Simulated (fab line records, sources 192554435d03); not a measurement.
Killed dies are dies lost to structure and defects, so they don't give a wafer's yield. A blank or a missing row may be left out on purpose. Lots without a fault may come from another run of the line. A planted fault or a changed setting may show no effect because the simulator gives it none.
Which tool did it? | flow n5_finfet | 7 lots, 21 wafers sampled, at 6 steps of a route of 1938

WHAT THE GAUGES READ, wafer by wafer
N5_MOL_CONTACT_COAG_CD_MEAS_99: target cd 17.2 nm.
lot  | measured    | on        | cd_nm (nm)
L341 | day 5 01:55 | cd_sem-01 | 17.49 16.91 17.58
L343 | day 5 11:19 | cd_sem-01 | 17.46 17.42 17.42
L348 | day 6 18:41 | cd_sem-01 | 17.59 17.39 17.48
L349 | day 7 05:59 | cd_sem-01 | 17.15 17.54 17.07
L352 | day 7 16:26 | cd_sem-01 | 17.47 17.11 17.35
L355 | day 8 12:42 | cd_sem-02 | - - -
L357 | day 8 22:56 | cd_sem-02 | - - -

WHICH TOOL RAN EACH LOT (tool, then ch and the chambers of the sampled wafers, then the start)
lot  | N5_GATE_CUT_ALD_22               | N5_GATE_CUT_CMP_43           | N5_MOL_CONTACT_COAG_ETCH_105      | N5_MOL_CONTACT_COAG_ETCH_106      | N5_MOL_CONTACT_COAG_ETCH_110
L341 | ald_sin-04 ch 0,2,3, day 4 22:32 | cmp-03 ch 0,2, day 5 00:26   | rie_diel-01 ch 1,2,3, day 5 01:34 | rie_diel-01 ch 1,2,3, day 5 01:36 | rie_diel-01 ch 1,2,3, day 5 01:47
L343 | ald_sin-01 ch 0,1,3, day 5 07:41 | cmp-04 ch 0,3, day 5 09:34   | rie_diel-06 ch 1,2,3, day 5 10:58 | rie_diel-06 ch 1,2,3, day 5 10:59 | rie_diel-06 ch 1,2,3, day 5 11:11
L348 | ald_sin-02 ch 1,2,3, day 6 15:20 | cmp-03 ch 0,1, day 6 17:08   | rie_diel-06 ch 2,3, day 6 18:20   | rie_diel-06 ch 2,3, day 6 18:22   | rie_diel-06 ch 2,3, day 6 18:34
L349 | ald_sin-01 ch 2,3, day 7 02:38   | cmp-03 ch 0,3, day 7 04:32   | rie_diel-01 ch 1,2,3, day 7 05:38 | rie_diel-01 ch 1,2,3, day 7 05:40 | rie_diel-01 ch 1,2,3, day 7 05:52
L352 | ald_sin-04 ch 2,3, day 7 12:48   | cmp-04 ch 0,2,3, day 7 14:46 | rie_diel-06 ch 1,2,3, day 7 16:05 | rie_diel-06 ch 1,2,3, day 7 16:07 | rie_diel-06 ch 1,2,3, day 7 16:19
L355 | ald_sin-01 ch 0,1,2, day 8 09:11 | cmp-03 ch 0,2,3, day 8 11:01 | rie_diel-01 ch 0,2,3, day 8 12:22 | rie_diel-01 ch 0,2,3, day 8 12:23 | rie_diel-01 ch 0,2,3, day 8 12:35
L357 | ald_sin-04 ch 1,3, day 8 19:17   | cmp-03 ch 0,2, day 8 21:22   | rie_diel-01 ch 1,3, day 8 22:35   | rie_diel-01 ch 1,3, day 8 22:37   | rie_diel-01 ch 1,3, day 8 22:49
- N5_GATE_CUT_ALD_22: deposits SiNx, target thk 16 nm, pulse time 1 s, ald cycles 320.
- N5_GATE_CUT_CMP_43: polishes SiO2.
- N5_MOL_CONTACT_COAG_ETCH_105: etches SiARC in CF4, target depth 15.6 nm, time 26 s.
- N5_MOL_CONTACT_COAG_ETCH_106: etches SOC in N2/H2, target depth 80 nm, overetch 16 nm, time 120 s.
- N5_MOL_CONTACT_COAG_ETCH_110: etches Si in CF4/O2, target depth 2.5 nm, time 8 s.

THE ANSWER, worked out from the rows above alone
Rule: what is usual is taken from the lots themselves. Put in order of their means at a reading, lots are off if they are a third of the lots or fewer, leave a main group of 4 or more, and stand apart from it by a gap of 3 or more times the standard deviation of the main group's means; of several such gaps the widest counts. A main group whose means are all the same, to the digits that the tables above print for the reading, isn't used. A lot without any number at a reading at which 4 lots or more have one is off too. The other lots that the step has rows for count as sound.
Off: L355, L357, at N5_MOL_CONTACT_COAG_CD_MEAS_99 (cd_nm). Without a number there: L355, L357. The main group: mean 17.36 nm, standard deviation 0.085.
A tool fits if, at a process step before that reading, it ran every lot that is off, and no sound lot after the first of them. The gauges at N5_MOL_CONTACT_COAG_CD_MEAS_99 are tried like those tools. Can't be told from this: 3 tools fit, cmp-03 at N5_GATE_CUT_CMP_43, rie_diel-01 at N5_MOL_CONTACT_COAG_ETCH_105 and N5_MOL_CONTACT_COAG_ETCH_106 and N5_MOL_CONTACT_COAG_ETCH_110, cd_sem-02 at N5_MOL_CONTACT_COAG_CD_MEAS_99.

WHAT THE SIMULATOR HAD PUT IN
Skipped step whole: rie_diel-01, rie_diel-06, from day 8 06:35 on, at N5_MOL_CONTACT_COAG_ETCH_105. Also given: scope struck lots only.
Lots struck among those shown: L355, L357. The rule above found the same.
